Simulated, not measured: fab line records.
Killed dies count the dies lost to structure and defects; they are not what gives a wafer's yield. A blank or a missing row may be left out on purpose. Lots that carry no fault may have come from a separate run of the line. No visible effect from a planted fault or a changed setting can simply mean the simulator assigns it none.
Which tool did it? + flow n5-finfet + Sampling: 9 lots, 26 wafers, 5 of 1938 route steps

== WHAT EACH GAUGE READ, for each wafer ==
N5_BEOL_M4_RC_MEAS_101. Usual: DIBL_N 35.8 mV/V, standard deviation 2.2; DIBL_P 35.3 mV/V, standard deviation 2.7; IOFF_N 0.16 nA/um, standard deviation 0.043; IOFF_P 0.21 nA/um, standard deviation 0.043; ION_N 676 uA/um, standard deviation 15; ION_P 463 uA/um, standard deviation 9.1; SS_N 71.4 mV/dec, standard deviation 0.77; SS_P 73.0 mV/dec, standard deviation 0.79; VT_N 250 mV, standard deviation 4; VT_P -249.8 mV, standard deviation 2.8.
| lot  | measured     | on        | DIBL_N (mV/V)  | DIBL_P (mV/V)  | IOFF_N (nA/um) | IOFF_P (nA/um) | ION_N (uA/um) | ION_P (uA/um) | SS_N (mV/dec)  | SS_P (mV/dec)  | VT_N (mV)   | VT_P (mV)            | flag |
|------|--------------|-----------|----------------|----------------|----------------|----------------|---------------|---------------|----------------|----------------|-------------|----------------------|------|
| L718 | day 10 00:14 | prober-02 | 37.4 38.7      | 36.2 38.2      | 0.17 0.19      | 0.24 0.28      | 681 695       | 474 475       | 71.5 72.6      | 73.3 73.8      | 251 247     | -248.1 -247.4        |      |
| L722 | day 10 12:14 | prober-02 | 35.8 37.3 34.9 | 33.7 35.3 34.2 | 0.16 0.17 0.14 | 0.19 0.20 0.19 | 682 685 674   | 468 466 469   | 70.4 71.9 71.3 | 72.5 74.0 73.3 | 247 248 250 | -248.5 -251.6 -251.7 |      |
| L730 | day 12 21:17 | prober-02 | 35.7 34.3 36.9 | 35.0 33.1 35.8 | 0.15 0.12 0.16 | 0.20 0.17 0.21 | 693 669 680   | 480 457 464   | 71.4 71.2 71.9 | 73.5 72.0 73.0 | 251 254 250 | -249.1 -251.4 -249.4 |      |
| L731 | day 13 05:27 | prober-02 | 34.2 33.0 39.0 | 33.5 34.1 40.5 | 0.12 0.13 0.24 | 0.18 0.19 0.30 | 666 670 702   | 460 469 486   | 70.2 70.6 71.8 | 72.3 72.6 74.1 | 255 249 244 | -250.9 -249.6 -244.9 |      |
| L732 | day 13 06:09 | prober-01 | 33.9 36.2 34.3 | 34.6 37.2 35.1 | 0.12 0.16 0.13 | 0.18 0.22 0.19 | 672 685 685   | 462 471 471   | 71.1 72.0 70.7 | 72.8 73.3 72.5 | 251 247 251 | -249.1 -249.4 -250.4 |      |
| L733 | day 13 21:52 | prober-01 | 34.8 34.6 37.2 | 32.2 30.8 34.4 | 0.11 0.10 0.14 | 0.18 0.16 0.21 | 671 649 669   | 458 457 468   | 71.5 71.3 71.7 | 72.6 72.3 73.1 | 254 258 252 | -251.6 -251.8 -248.4 |      |
| L734 | day 13 22:04 | prober-02 | 33.6 34.4 37.1 | 33.1 32.8 36.3 | 0.12 0.14 0.17 | 0.17 0.16 0.21 | 673 679 673   | 463 453 449   | 70.5 71.0 72.3 | 72.1 72.0 73.5 | 251 252 250 | -255.0 -253.8 -249.5 |      |
| L735 | day 14 02:41 | prober-01 | 35.3 35.0 35.3 | 33.6 31.5 33.0 | 0.14 0.12 0.14 | 0.21 0.16 0.18 | 667 660 682   | 466 459 466   | 71.1 71.0 71.3 | 72.9 72.0 72.1 | 249 254 251 | -250.5 -252.2 -250.8 |      |
| L736 | day 14 04:58 | prober-02 | 32.9 33.3 36.5 | 32.4 34.0 36.4 | 0.11 0.13 0.17 | 0.15 0.18 0.21 | 637 674 658   | 436 458 450   | 70.9 71.1 72.3 | 71.5 72.9 73.1 | 255 248 249 | -254.5 -248.6 -250.6 |      |

N5_BEOL_M12_CD_MEAS_28 targets a cd of 160.2 nm. Usual: cd-nm 161.3 nm, standard deviation 2.
| lot  | measured     | on        | cd-nm (nm)        | flag |
|------|--------------|-----------|-------------------|------|
| L718 | day 12 18:49 | cd-sem-03 | 163.2 162.5       |      |
| L722 | day 13 10:13 | cd-sem-03 | 161.7 157.6 160.1 |      |
| L730 | day 15 21:41 | cd-sem-01 | 159.7 158.7 159.0 |      |
| L731 | day 16 09:11 | cd-sem-03 | 161.5 161.7 159.6 |      |
| L732 | day 16 08:46 | cd-sem-01 | 161.3 161.7 161.6 |      |
| L733 | day 17 03:47 | cd-sem-02 | 160.3 162.4 161.2 |      |
| L734 | day 17 06:17 | cd-sem-01 | 163.3 166.4 163.8 |      |
| L735 | day 17 12:50 | cd-sem-02 | 159.1 160.0 161.5 |      |
| L736 | day 17 10:29 | cd-sem-03 | 160.8 158.9 158.1 |      |

N5_BEOL_M12_OCD_MEAS_35. Usual: trench-depth-nm 321 nm, standard deviation 5.4.
| lot  | measured     | on     | trench-depth-nm (nm) | flag |
|------|--------------|--------|----------------------|------|
| L718 | day 12 19:46 | ocd-02 | 323 322              |      |
| L722 | day 13 10:59 | ocd-02 | 324 320 314          |      |
| L730 | day 15 22:18 | ocd-01 | 0 0 0                | OFF  |
| L731 | day 16 09:51 | ocd-01 | 0 0 0                | OFF  |
| L732 | day 16 09:22 | ocd-01 | 0 0 0                | OFF  |
| L733 | day 17 04:28 | ocd-02 | 323 309 322          |      |
| L734 | day 17 07:16 | ocd-01 | 305 321 316          |      |
| L735 | day 17 13:27 | ocd-01 | 320 316 308          |      |
| L736 | day 17 11:06 | ocd-01 | 325 322 323          |      |

== WHICH TOOL RAN EACH LOT (tool, then ch and the chambers of the sampled wafers, then the start) ==
| lot  | N5_BEOL_M12_ETCH_67                | N5_BEOL_M12_TRENCH_ETCH_34         |
|------|------------------------------------|------------------------------------|
| L718 | rie-diel-04 ch 0,2, day 12 19:17   | rie-diel-04 ch 0,2, day 12 19:37   |
| L722 | rie-diel-04 ch 0,2,3, day 13 10:30 | rie-diel-04 ch 0,2,3, day 13 10:50 |
| L730 | rie-diel-01 ch 1,2, day 15 21:49   | rie-diel-01 ch 1,2, day 15 22:08   |
| L731 | rie-diel-04 ch 0,2,3, day 16 09:22 | rie-diel-04 ch 0,2,3, day 16 09:42 |
| L732 | rie-diel-04 ch 0,1, day 16 08:53   | rie-diel-04 ch 0,1, day 16 09:13   |
| L733 | rie-diel-01 ch 1,2, day 17 03:59   | rie-diel-01 ch 1,2, day 17 04:19   |
| L734 | rie-diel-01 ch 0,1,2, day 17 06:47 | rie-diel-01 ch 0,1,2, day 17 07:07 |
| L735 | rie-diel-02 ch 1,2,3, day 17 12:58 | rie-diel-02 ch 1,2,3, day 17 13:17 |
| L736 | rie-diel-04 ch 0,2, day 17 10:37   | rie-diel-04 ch 0,2, day 17 10:56   |
- N5_BEOL_M12_ETCH_67: etches SiARC in CF4, target depth 143 nm, time 238.3 s.
- N5_BEOL_M12_TRENCH_ETCH_34: etches SiOC in C4F8/O2/Ar, target depth 318.95 nm, time 125.5 s.

== AS READ BY THE TOOLS THEMSELVES (means over the sampled wafers that have a number; for cases with no such wafer, the mark the record gives instead) ==
N5_BEOL_M12_ETCH_67. Usual: bias-w 35.99 W, standard deviation 0.11; cf4-flow-sccm 100.0 sccm, standard deviation 0.33; drypump-motor-current-A 5.5 A, standard deviation 0.45; etch-rf-on-time-s 236 s, standard deviation 8.4; oes-product-au 0.67 a.u., standard deviation 0.066; rf-vpp-V 184.0 V, standard deviation 1.2; showerhead-plenum-p-Torr 2.14 Torr, standard deviation 0.069; throttle-valve-pct 15.62 %, standard deviation 0.19.
| lot  | tool        | bias-w (W) | cf4-flow-sccm (sccm) | drypump-motor-current-A (A) | etch-rf-on-time-s (s) | oes-product-au (a.u.) | rf-vpp-V (V) | showerhead-plenum-p-Torr (Torr) | throttle-valve-pct (%) | flag |
|------|-------------|------------|----------------------|-----------------------------|-----------------------|-----------------------|--------------|---------------------------------|------------------------|------|
| L718 | rie-diel-04 | 36.00      | 99.9                 | 5.1                         | 226                   | 0.76                  | 185.9        | 2.21                            | 15.46                  |      |
| L722 | rie-diel-04 | 35.89      | 100.2                | 5.3                         | 231                   | 0.70                  | 185.1        | 2.21                            | 15.57                  |      |
| L730 | rie-diel-01 | 36.04      | 100.2                | 5.7                         | 238                   | 0.64                  | 183.7        | 2.08                            | 15.54                  |      |
| L731 | rie-diel-04 | 36.08      | 99.8                 | 5.3                         | 227                   | 0.75                  | 184.5        | 2.20                            | 15.48                  |      |
| L732 | rie-diel-04 | 35.93      | 100.0                | 5.7                         | 238                   | 0.66                  | 184.5        | 2.18                            | 15.54                  |      |
| L733 | rie-diel-01 | 35.84      | 99.7                 | 5.7                         | 242                   | 0.62                  | 182.8        | 2.08                            | 15.56                  |      |
| L734 | rie-diel-01 | 36.15      | 100.0                | 5.9                         | 240                   | 0.61                  | 183.5        | 2.07                            | 15.66                  |      |
| L735 | rie-diel-02 | 36.02      | 99.9                 | 5.3                         | 244                   | 0.61                  | 184.1        | 2.17                            | 15.66                  |      |
| L736 | rie-diel-04 | 35.92      | 99.8                 | 5.1                         | 226                   | 0.71                  | 184.6        | 2.19                            | 15.60                  |      |

N5_BEOL_M12_TRENCH_ETCH_34. Usual: C4F8_flow_sccm 14.99 sccm, standard deviation 0.04; O2_flow_sccm 7.997 sccm, standard deviation 0.025; drypump-motor-current-A 5.5 A, standard deviation 0.45; oes-product-au 0.78 a.u., standard deviation 0.07; rf-vpp-V 666 V, standard deviation 3.2; showerhead-plenum-p-Torr 3.42 Torr, standard deviation 0.11; throttle-valve-pct 24.21 %, standard deviation 0.22.
| lot  | tool        | C4F8_flow_sccm (sccm) | O2_flow_sccm (sccm) | drypump-motor-current-A (A) | oes-product-au (a.u.) | rf-vpp-V (V) | showerhead-plenum-p-Torr (Torr) | throttle-valve-pct (%) | flag |
|------|-------------|-----------------------|---------------------|-----------------------------|-----------------------|--------------|---------------------------------|------------------------|------|
| L718 | rie-diel-04 | 14.96                 | 7.984               | 5.2                         | 0.88                  | 668          | 3.54                            | 24.13                  |      |
| L722 | rie-diel-04 | 15.02                 | 8.025               | 5.4                         | 0.80                  | 669          | 3.52                            | 24.15                  |      |
| L730 | rie-diel-01 | -                     | -                   | -                           | -                     | -            | -                               | -                      | OFF  |
| L731 | rie-diel-04 | -                     | -                   | -                           | -                     | -            | -                               | -                      | OFF  |
| L732 | rie-diel-04 | -                     | -                   | -                           | -                     | -            | -                               | -                      | OFF  |
| L733 | rie-diel-01 | 14.94                 | 7.964               | 5.7                         | 0.74                  | 662          | 3.32                            | 24.08                  |      |
| L734 | rie-diel-01 | 15.00                 | 8.000               | 5.9                         | 0.71                  | 662          | 3.30                            | 24.09                  |      |
| L735 | rie-diel-02 | 14.99                 | 8.022               | 5.3                         | 0.72                  | 667          | 3.47                            | 24.34                  |      |
| L736 | rie-diel-04 | 14.99                 | 7.991               | 5.1                         | 0.82                  | 668          | 3.50                            | 24.29                  |      |

== THE ANSWER, worked out from the rows above alone ==
Rule: a lot is off if the mean of its wafers that have a number lies more than 3 standard deviations from the usual mean. A lot without any number at a reading at which 4 lots or more have one is off too. All remaining lots with rows at the step are treated as sound. Order of review: gauges by route order, followed by the tools' own readings, for which a lot's mean as printed above is used. The first step at which some lot is off is used, and at that step the reading that is off furthest; a lot without a number counts as furthest.
Off, at N5_BEOL_M12_OCD_MEAS_35 on trench-depth-nm: L730, L731, L732.
If a tool, at a process step before that reading, ran all the lots that are off and no sound lot after the first of them, it fits. Not tried: the gauges at N5_BEOL_M12_OCD_MEAS_35; whatever is off there is also off at N5_BEOL_M12_TRENCH_ETCH_34, on other tools, and gauge error can't account for it. No candidate that was tried fits.

== WHAT THE SIMULATOR PUT IN ==
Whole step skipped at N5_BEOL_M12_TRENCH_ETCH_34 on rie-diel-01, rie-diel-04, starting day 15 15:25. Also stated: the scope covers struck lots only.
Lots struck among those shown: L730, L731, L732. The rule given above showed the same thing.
